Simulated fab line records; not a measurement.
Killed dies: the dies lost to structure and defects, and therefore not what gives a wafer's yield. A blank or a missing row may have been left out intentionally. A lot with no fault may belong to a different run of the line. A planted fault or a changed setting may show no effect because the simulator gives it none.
The tool behind it: which one? + flow nand_harc + Sampling: 24 lots, 72 wafers, 6 of 1302 route steps

## WHAT THE GAUGES READ, wafer by wafer
The record lacks any reading of a measuring or inspecting step that a usual standard deviation could be used to judge.

## WHICH TOOL RAN EACH LOT (tool, then ch and the chambers of the sampled wafers, then the start)
| lot  | NHARC_A_SLIT_ETCH_29               | NHARC_A_CONTACT_DEP_24          | NHARC_A_CONTACT_DEP_29          | NHARC_A_CONTACT_ETCH_117             | NHARC_A_CONTACT_ETCH_96                       | NHARC_A_CONTACT_ETCH_124             |
|------|------------------------------------|---------------------------------|---------------------------------|--------------------------------------|-----------------------------------------------|--------------------------------------|
| L074 | rie_diel-04 ch 2,3, day 19 21:57   | pecvd-01 ch 0,1,2, day 20 23:07 | pecvd-02 ch 1,2, day 21 03:55   | har_cap_etch-03 ch 0,1, day 21 07:41 | rie_diel-10 ch 0,2, day 21 19:43 or earlier   | har_cap_etch-02 ch 0,1, day 21 19:43 |
| L075 | rie_diel-09 ch 1,2,3, day 20 08:59 | pecvd-02 ch 0,1, day 21 20:56   | pecvd-02 ch 0,1, day 22 02:08   | har_cap_etch-03 ch 1, day 22 05:52   | rie_diel-10 ch 0,2,3, day 22 14:41 or earlier | har_cap_etch-02 ch 0, day 22 14:41   |
| L076 | rie_diel-04 ch 0,2, day 20 09:37   | pecvd-02 ch 1,2, day 21 08:17   | pecvd-02 ch 0,1,2, day 21 13:06 | har_cap_etch-01 ch 0,1, day 21 16:55 | rie_diel-02 ch 0,3, day 22 01:46 or earlier   | har_cap_etch-02 ch 0,1, day 22 01:46 |
| L077 | rie_diel-12 ch 0,2,3, day 21 00:45 | pecvd-01 ch 0,2, day 22 04:16   | pecvd-01 ch 0,2, day 22 09:11   | har_cap_etch-03 ch 0,1, day 22 12:48 | rie_diel-13 ch 0,2,3, day 22 22:19 or earlier | har_cap_etch-03 ch 0,1, day 22 22:19 |
| L078 | rie_diel-12 ch 2,3, day 21 11:27   | pecvd-03 ch 0,1, day 22 12:37   | pecvd-02 ch 0,2, day 22 17:23   | har_cap_etch-01 ch 0,1, day 22 22:05 | rie_diel-10 ch 0,1,3, day 23 07:51 or earlier | har_cap_etch-02 ch 0,1, day 23 07:51 |
| L079 | rie_diel-04 ch 2,3, day 21 14:09   | pecvd-02 ch 0,2, day 22 20:51   | pecvd-01 ch 0,2, day 23 01:38   | har_cap_etch-01 ch 0,1, day 23 05:28 | rie_diel-13 ch 0,1, day 23 14:22 or earlier   | har_cap_etch-01 ch 0,1, day 23 14:22 |
| L081 | rie_diel-04 ch 1,3, day 22 23:26   | pecvd-01 ch 0,1, day 24 03:27   | pecvd-01 ch 0,1, day 24 09:56   | har_cap_etch-01 ch 0,1, day 24 13:44 | rie_diel-13 ch 0,1, day 24 23:13 or earlier   | har_cap_etch-03 ch 1, day 24 23:13   |
| L080 | rie_diel-09 ch 0,2,3, day 23 09:43 | pecvd-01 ch 0,1,2, day 24 13:55 | pecvd-03 ch 0,1,2, day 24 18:43 | har_cap_etch-02 ch 0,1, day 24 22:50 | rie_diel-13 ch 0,1,2, day 25 08:20 or earlier | har_cap_etch-01 ch 0,1, day 25 08:20 |
| L082 | rie_diel-12 ch 0,3, day 23 17:55   | pecvd-01 ch 0,1,2, day 24 18:58 | pecvd-03 ch 0,1,2, day 25 00:54 | har_cap_etch-01 ch 0,1, day 25 04:55 | rie_diel-10 ch 2,3, day 25 13:48 or earlier   | har_cap_etch-03 ch 0,1, day 25 13:48 |
| L083 | rie_diel-09 ch 2,3, day 23 18:01   | pecvd-01 ch 0,1, day 24 22:07   | pecvd-01 ch 0,1, day 25 03:05   | har_cap_etch-02 ch 0,1, day 25 06:52 | rie_diel-13 ch 1,2,3, day 25 16:51 or earlier | har_cap_etch-01 ch 0,1, day 25 16:51 |
| L085 | rie_diel-04 ch 0,2,3, day 24 08:05 | pecvd-03 ch 0,1,2, day 25 09:46 | pecvd-03 ch 0,2, day 25 15:26   | har_cap_etch-03 ch 0,1, day 25 19:14 | rie_diel-13 ch 1,3, day 26 06:00 or earlier   | har_cap_etch-01 ch 0,1, day 26 06:00 |
| L084 | rie_diel-04 ch 0,3, day 24 11:44   | pecvd-01 ch 0,1, day 25 14:57   | pecvd-01 ch 0,1,2, day 25 20:00 | har_cap_etch-02 ch 0,1, day 25 23:40 | rie_diel-13 ch 0,2, day 26 11:09 or earlier   | har_cap_etch-03 ch 0,1, day 26 11:09 |
| L086 | rie_diel-09 ch 1,2,3, day 24 19:20 | pecvd-03 ch 0,1,2, day 25 21:52 | pecvd-01 ch 0,1,2, day 26 04:10 | har_cap_etch-02 ch 0,1, day 26 08:18 | rie_diel-10 ch 1,2,3, day 26 17:13 or earlier | har_cap_etch-02 ch 0,1, day 26 17:13 |
| L088 | rie_diel-12 ch 1,2,3, day 25 17:52 | pecvd-03 ch 0,2, day 27 05:33   | pecvd-03 ch 1,2, day 27 10:25   | har_cap_etch-02 ch 0,1, day 27 14:10 | rie_diel-13 ch 1,2,3, day 27 23:37 or earlier | har_cap_etch-02 ch 0,1, day 27 23:37 |
| L090 | rie_diel-09 ch 1,3, day 26 05:10   | pecvd-02 ch 0,1,2, day 27 05:39 | pecvd-03 ch 0,1,2, day 27 10:38 | har_cap_etch-03 ch 0, day 27 14:23   | rie_diel-13 ch 1,2, day 27 23:16 or earlier   | har_cap_etch-03 ch 0,1, day 27 23:16 |
| L087 | rie_diel-12 ch 0,1,3, day 26 05:35 | pecvd-01 ch 1,2, day 27 05:41   | pecvd-01 ch 0,1,2, day 27 13:28 | har_cap_etch-01 ch 0,1, day 27 17:16 | rie_diel-10 ch 0,2,3, day 28 05:01 or earlier | har_cap_etch-03 ch 0,1, day 28 05:01 |
| L089 | rie_diel-04 ch 0,1,2, day 26 13:10 | pecvd-03 ch 1,2, day 27 18:25   | pecvd-01 ch 0,1,2, day 27 23:16 | har_cap_etch-01 ch 0,1, day 28 03:04 | rie_diel-10 ch 0,1,3, day 28 14:23 or earlier | har_cap_etch-01 ch 0,1, day 28 14:23 |
| L091 | rie_diel-04 ch 0,3, day 27 00:16   | pecvd-03 ch 1,2, day 28 02:52   | pecvd-01 ch 0,1,2, day 28 09:23 | har_cap_etch-02 ch 0,1, day 28 13:26 | rie_diel-10 ch 0,2,3, day 29 02:02 or earlier | har_cap_etch-01 ch 0,1, day 29 02:02 |
| L092 | rie_diel-09 ch 0,2, day 27 04:05   | pecvd-01 ch 0,2, day 28 02:40   | pecvd-02 ch 0,1,2, day 28 08:29 | har_cap_etch-03 ch 0,1, day 28 12:11 | rie_diel-13 ch 2,3, day 28 14:24              | har_cap_etch-02 ch 0,1, day 28 21:13 |
| L093 | rie_diel-04 ch 1,2,3, day 27 15:42 | pecvd-01 ch 1,2, day 28 17:17   | pecvd-03 ch 0,1, day 29 02:10   | har_cap_etch-02 ch 0,1, day 29 05:54 | rie_diel-13 ch 1,2,3, day 29 17:17 or earlier | har_cap_etch-02 ch 0,1, day 29 17:17 |
| L094 | rie_diel-04 ch 0,3, day 28 07:30   | pecvd-03 ch 0,1, day 29 10:00   | pecvd-02 ch 0,2, day 29 18:04   | har_cap_etch-03 ch 0,1, day 29 21:50 | rie_diel-13 ch 0,1, day 30 07:57 or earlier   | har_cap_etch-03 ch 0,1, day 30 07:57 |
| L095 | rie_diel-12 ch 2,3, day 28 07:55   | pecvd-02 ch 0,2, day 29 09:38   | pecvd-01 ch 0,1,2, day 29 17:20 | har_cap_etch-01 ch 0,1, day 29 21:07 | rie_diel-13 ch 1,2,3, day 30 05:51 or earlier | har_cap_etch-01 ch 0,1, day 30 05:51 |
| L096 | rie_diel-12 ch 1,2,3, day 29 03:11 | pecvd-03 ch 0,2, day 30 04:46   | pecvd-03 ch 0,2, day 30 12:12   | har_cap_etch-02 ch 0,1, day 30 15:58 | rie_diel-10 ch 1,2, day 31 00:47 or earlier   | har_cap_etch-02 ch 0,1, day 31 00:47 |
| L097 | rie_diel-12 ch 0,2,3, day 29 04:28 | pecvd-02 ch 1,2, day 30 05:02   | pecvd-01 ch 0,1, day 30 12:21   | har_cap_etch-01 ch 0,1, day 30 16:08 | rie_diel-02 ch 0,3, day 31 00:59 or earlier   | har_cap_etch-01 ch 0,1, day 31 00:59 |
- NHARC_A_SLIT_ETCH_29: etches the open film in CF4/O2, target depth 100 nm, overetch 10 nm, time 55 s.
- NHARC_A_CONTACT_DEP_24: deposits SiO2, target thk 500 nm.
- NHARC_A_CONTACT_DEP_29: deposits SiON, target thk 100 nm.
- NHARC_A_CONTACT_ETCH_117: etches the open film in C4F8/O2/Ar, time 190 s, target depth 1850 nm.
- NHARC_A_CONTACT_ETCH_96: etches the open film in C4F6/O2, target depth 20 nm, time 10 s.
- NHARC_A_CONTACT_ETCH_124: etches the open film in C4F8/O2/Ar, time 140 s, target depth 700 nm.

## AS READ BY THE TOOLS THEMSELVES (means over the sampled wafers that have a number; for cases with no such wafer, the mark the record gives instead)
NHARC_A_SLIT_ETCH_29.
| lot  | tool        | chamber_pressure_mTorr (mTorr) | drypump_motor_current_A (A) | oes_product_au (a.u.) | rf_vpp_V (V) | showerhead_plenum_p_Torr (Torr) | throttle_valve_pct (%) |
|------|-------------|--------------------------------|-----------------------------|-----------------------|--------------|---------------------------------|------------------------|
| L074 | rie_diel-04 | 29.990                         | 6.3                         | 0.985                 | 198.2        | 1.33                            | 13.402                 |
| L075 | rie_diel-09 | 29.985                         | 5.7                         | 0.998                 | 198.0        | 1.33                            | 13.398                 |
| L076 | rie_diel-04 | 30.011                         | 5.7                         | 0.996                 | 198.9        | 1.35                            | 13.392                 |
| L077 | rie_diel-12 | 29.992                         | 6.4                         | 1.005                 | 197.2        | 1.31                            | 13.396                 |
| L078 | rie_diel-12 | 30.012                         | 6.4                         | 1.005                 | 196.9        | 1.28                            | 13.396                 |
| L079 | rie_diel-04 | 29.972                         | 6.3                         | 0.988                 | 197.2        | 1.33                            | 13.399                 |
| L081 | rie_diel-04 | 30.003                         | 6.0                         | 0.991                 | 197.4        | 1.27                            | 13.393                 |
| L080 | rie_diel-09 | 29.984                         | 5.5                         | 1.005                 | 197.9        | 1.31                            | 13.395                 |
| L082 | rie_diel-12 | 30.010                         | 6.1                         | 1.009                 | 196.9        | 1.29                            | 13.406                 |
| L083 | rie_diel-09 | 29.999                         | 5.6                         | 1.000                 | 198.1        | 1.33                            | 13.399                 |
| L085 | rie_diel-04 | 29.994                         | 6.0                         | 1.008                 | 198.0        | 1.34                            | 13.403                 |
| L084 | rie_diel-04 | 30.015                         | 5.9                         | 1.010                 | 198.1        | 1.33                            | 13.404                 |
| L086 | rie_diel-09 | 29.993                         | 5.7                         | 1.005                 | 197.1        | 1.33                            | 13.393                 |
| L088 | rie_diel-12 | 29.996                         | 5.8                         | 1.000                 | 195.9        | 1.26                            | 13.394                 |
| L090 | rie_diel-09 | 29.995                         | 5.3                         | 1.006                 | 196.8        | 1.31                            | 13.401                 |
| L087 | rie_diel-12 | 30.008                         | 5.7                         | 1.009                 | 196.7        | 1.29                            | 13.393                 |
| L089 | rie_diel-04 | 29.992                         | 5.7                         | 1.001                 | 196.5        | 1.32                            | 13.402                 |
| L091 | rie_diel-04 | 29.999                         | 6.0                         | 1.007                 | 197.7        | 1.33                            | 13.404                 |
| L092 | rie_diel-09 | 30.025                         | 5.8                         | 1.009                 | 197.4        | 1.32                            | 13.396                 |
| L093 | rie_diel-04 | 29.995                         | 6.0                         | 0.998                 | 197.7        | 1.31                            | 13.399                 |
| L094 | rie_diel-04 | 29.980                         | 6.3                         | 0.999                 | 197.7        | 1.32                            | 13.395                 |
| L095 | rie_diel-12 | 29.992                         | 6.4                         | 0.987                 | 195.9        | 1.28                            | 13.396                 |
| L096 | rie_diel-12 | 29.980                         | 5.8                         | 0.991                 | 196.5        | 1.26                            | 13.396                 |
| L097 | rie_diel-12 | 30.000                         | 6.4                         | 0.985                 | 197.9        | 1.31                            | 13.398                 |

NHARC_A_CONTACT_DEP_24.
| lot  | tool     | heater_power_w (W) | throttle_valve_pct (%) |
|------|----------|--------------------|------------------------|
| L074 | pecvd-01 | 518                | 15.9                   |
| L075 | pecvd-02 | 474                | 15.9                   |
| L076 | pecvd-02 | 563                | 15.6                   |
| L077 | pecvd-01 | 663                | 15.8                   |
| L078 | pecvd-03 | 565                | 16.4                   |
| L079 | pecvd-02 | 521                | 15.3                   |
| L081 | pecvd-01 | 534                | 15.9                   |
| L080 | pecvd-01 | 600                | 15.8                   |
| L082 | pecvd-01 | 581                | 16.1                   |
| L083 | pecvd-01 | 506                | 16.1                   |
| L085 | pecvd-03 | 531                | 16.0                   |
| L084 | pecvd-01 | 649                | 15.8                   |
| L086 | pecvd-03 | 491                | 16.1                   |
| L088 | pecvd-03 | 527                | 15.9                   |
| L090 | pecvd-02 | 526                | 15.6                   |
| L087 | pecvd-01 | 586                | 16.2                   |
| L089 | pecvd-03 | 514                | 15.9                   |
| L091 | pecvd-03 | 584                | 16.1                   |
| L092 | pecvd-01 | 626                | 16.0                   |
| L093 | pecvd-01 | 555                | 16.0                   |
| L094 | pecvd-03 | 609                | 16.4                   |
| L095 | pecvd-02 | 533                | 15.5                   |
| L096 | pecvd-03 | 525                | 16.0                   |
| L097 | pecvd-02 | 548                | 16.0                   |

NHARC_A_CONTACT_DEP_29.
| lot  | tool     | heater_power_w (W) |
|------|----------|--------------------|
| L074 | pecvd-02 | 739                |
| L075 | pecvd-02 | 641                |
| L076 | pecvd-02 | 673                |
| L077 | pecvd-01 | 822                |
| L078 | pecvd-02 | 567                |
| L079 | pecvd-01 | 890                |
| L081 | pecvd-01 | 692                |
| L080 | pecvd-03 | 709                |
| L082 | pecvd-03 | 734                |
| L083 | pecvd-01 | 730                |
| L085 | pecvd-03 | 694                |
| L084 | pecvd-01 | 796                |
| L086 | pecvd-01 | 769                |
| L088 | pecvd-03 | 702                |
| L090 | pecvd-03 | 747                |
| L087 | pecvd-01 | 812                |
| L089 | pecvd-01 | 795                |
| L091 | pecvd-01 | 798                |
| L092 | pecvd-02 | 707                |
| L093 | pecvd-03 | 826                |
| L094 | pecvd-02 | 645                |
| L095 | pecvd-01 | 720                |
| L096 | pecvd-03 | 619                |
| L097 | pecvd-01 | 812                |

NHARC_A_CONTACT_ETCH_117.
| lot  | tool            | chamber_pressure_mTorr (mTorr) |
|------|-----------------|--------------------------------|
| L074 | har_cap_etch-03 | 19.994                         |
| L075 | har_cap_etch-03 | 20.008                         |
| L076 | har_cap_etch-01 | 19.994                         |
| L077 | har_cap_etch-03 | 20.006                         |
| L078 | har_cap_etch-01 | 20.004                         |
| L079 | har_cap_etch-01 | 20.001                         |
| L081 | har_cap_etch-01 | 19.999                         |
| L080 | har_cap_etch-02 | 19.996                         |
| L082 | har_cap_etch-01 | 20.010                         |
| L083 | har_cap_etch-02 | 20.009                         |
| L085 | har_cap_etch-03 | 20.006                         |
| L084 | har_cap_etch-02 | 19.991                         |
| L086 | har_cap_etch-02 | 19.993                         |
| L088 | har_cap_etch-02 | 20.004                         |
| L090 | har_cap_etch-03 | 20.004                         |
| L087 | har_cap_etch-01 | 20.003                         |
| L089 | har_cap_etch-01 | 19.986                         |
| L091 | har_cap_etch-02 | 19.993                         |
| L092 | har_cap_etch-03 | 19.998                         |
| L093 | har_cap_etch-02 | 19.999                         |
| L094 | har_cap_etch-03 | 20.004                         |
| L095 | har_cap_etch-01 | 20.010                         |
| L096 | har_cap_etch-02 | 19.979                         |
| L097 | har_cap_etch-01 | 20.022                         |

NHARC_A_CONTACT_ETCH_96.
| lot  | tool        | chamber_pressure_mTorr (mTorr) | drypump_motor_current_A (A) | oes_product_au (a.u.) | rf_vpp_V (V) | showerhead_plenum_p_Torr (Torr) | throttle_valve_pct (%) |
|------|-------------|--------------------------------|-----------------------------|-----------------------|--------------|---------------------------------|------------------------|
| L074 | rie_diel-10 | 30.007                         | 5.3                         | 0.942                 | 552          | 4.15                            | 26.898                 |
| L075 | rie_diel-10 | 29.993                         | 5.8                         | 0.957                 | 551          | 4.10                            | 26.903                 |
| L076 | rie_diel-02 | 29.990                         | 5.5                         | 0.935                 | 544          | 3.82                            | 26.904                 |
| L077 | rie_diel-13 | 30.027                         | 5.2                         | 0.959                 | 545          | 3.82                            | 26.902                 |
| L078 | rie_diel-10 | 30.030                         | 6.3                         | 0.996                 | 547          | 3.94                            | 26.903                 |
| L079 | rie_diel-13 | 30.011                         | 5.5                         | 0.932                 | 549          | 4.06                            | 26.906                 |
| L081 | rie_diel-13 | 29.973                         | 5.5                         | 0.978                 | 551          | 4.06                            | 26.904                 |
| L080 | rie_diel-13 | 29.988                         | 5.5                         | 0.938                 | 550          | 4.11                            | 26.911                 |
| L082 | rie_diel-10 | 29.997                         | 5.7                         | 0.959                 | 550          | 4.14                            | 26.897                 |
| L083 | rie_diel-13 | 30.010                         | 5.4                         | 0.924                 | 547          | 3.93                            | 26.903                 |
| L085 | rie_diel-13 | 29.976                         | 5.1                         | 0.935                 | 544          | 3.79                            | 26.905                 |
| L084 | rie_diel-13 | 30.022                         | 5.3                         | 0.964                 | 552          | 4.19                            | 26.898                 |
| L086 | rie_diel-10 | 30.008                         | 6.1                         | 0.996                 | 549          | 3.98                            | 26.903                 |
| L088 | rie_diel-13 | 29.989                         | 5.4                         | 0.946                 | 547          | 3.92                            | 26.900                 |
| L090 | rie_diel-13 | 30.015                         | 5.7                         | 0.994                 | 550          | 4.02                            | 26.903                 |
| L087 | rie_diel-10 | 29.999                         | 5.8                         | 0.997                 | 550          | 4.07                            | 26.907                 |
| L089 | rie_diel-10 | 29.996                         | 6.3                         | 0.950                 | 546          | 3.91                            | 26.904                 |
| L091 | rie_diel-10 | 29.982                         | 5.8                         | 0.950                 | 549          | 4.06                            | 26.904                 |
| L092 | rie_diel-13 | 29.968                         | 5.4                         | 0.999                 | 547          | 3.97                            | 26.902                 |
| L093 | rie_diel-13 | 29.986                         | 5.4                         | 0.986                 | 546          | 3.92                            | 26.903                 |
| L094 | rie_diel-13 | 29.991                         | 5.3                         | 0.948                 | 551          | 4.13                            | 26.905                 |
| L095 | rie_diel-13 | 29.998                         | 5.4                         | 0.942                 | 547          | 3.92                            | 26.905                 |
| L096 | rie_diel-10 | 30.002                         | 6.0                         | 0.961                 | 546          | 3.87                            | 26.907                 |
| L097 | rie_diel-02 | 30.011                         | 5.5                         | 0.947                 | 545          | 3.78                            | 26.908                 |

NHARC_A_CONTACT_ETCH_124.
| lot  | tool            | chamber_pressure_mTorr (mTorr) |
|------|-----------------|--------------------------------|
| L074 | har_cap_etch-02 | 20.018                         |
| L075 | har_cap_etch-02 | 20.002                         |
| L076 | har_cap_etch-02 | 20.030                         |
| L077 | har_cap_etch-03 | 20.004                         |
| L078 | har_cap_etch-02 | 19.999                         |
| L079 | har_cap_etch-01 | 19.997                         |
| L081 | har_cap_etch-03 | 19.992                         |
| L080 | har_cap_etch-01 | 19.991                         |
| L082 | har_cap_etch-03 | 20.003                         |
| L083 | har_cap_etch-01 | 19.990                         |
| L085 | har_cap_etch-01 | 19.983                         |
| L084 | har_cap_etch-03 | 19.998                         |
| L086 | har_cap_etch-02 | 20.000                         |
| L088 | har_cap_etch-02 | 19.990                         |
| L090 | har_cap_etch-03 | 20.003                         |
| L087 | har_cap_etch-03 | 20.020                         |
| L089 | har_cap_etch-01 | 20.004                         |
| L091 | har_cap_etch-01 | 20.012                         |
| L092 | har_cap_etch-02 | 20.007                         |
| L093 | har_cap_etch-02 | 20.004                         |
| L094 | har_cap_etch-03 | 20.016                         |
| L095 | har_cap_etch-01 | 20.015                         |
| L096 | har_cap_etch-02 | 20.002                         |
| L097 | har_cap_etch-01 | 20.009                         |

## THE ANSWER, worked out from the rows above alone
Rule: what is usual is taken from the lots themselves. Put in order of their means at a reading, lots are off if they are a third of the lots or fewer, leave a main group of 4 or more, and stand apart from it by a gap of 3 or more times the standard deviation of the main group's means; of several such gaps the widest counts. The tables above print the reading to a certain number of digits; a main group whose means all agree to those digits is not used. A lot without any number at a reading at which 4 lots or more have one is off too. Any other lot the step has rows for is counted as sound. The gauges are gone through in route order, then the tools' own readings, and for those a lot's mean is taken as printed above. The first step at which some lot is off is used, and at that step the reading that is off furthest; a lot without a number counts as furthest.
No lot is off at any reading shown: from this, nothing can be told.

## WHAT THE SIMULATOR HAD INSERTED
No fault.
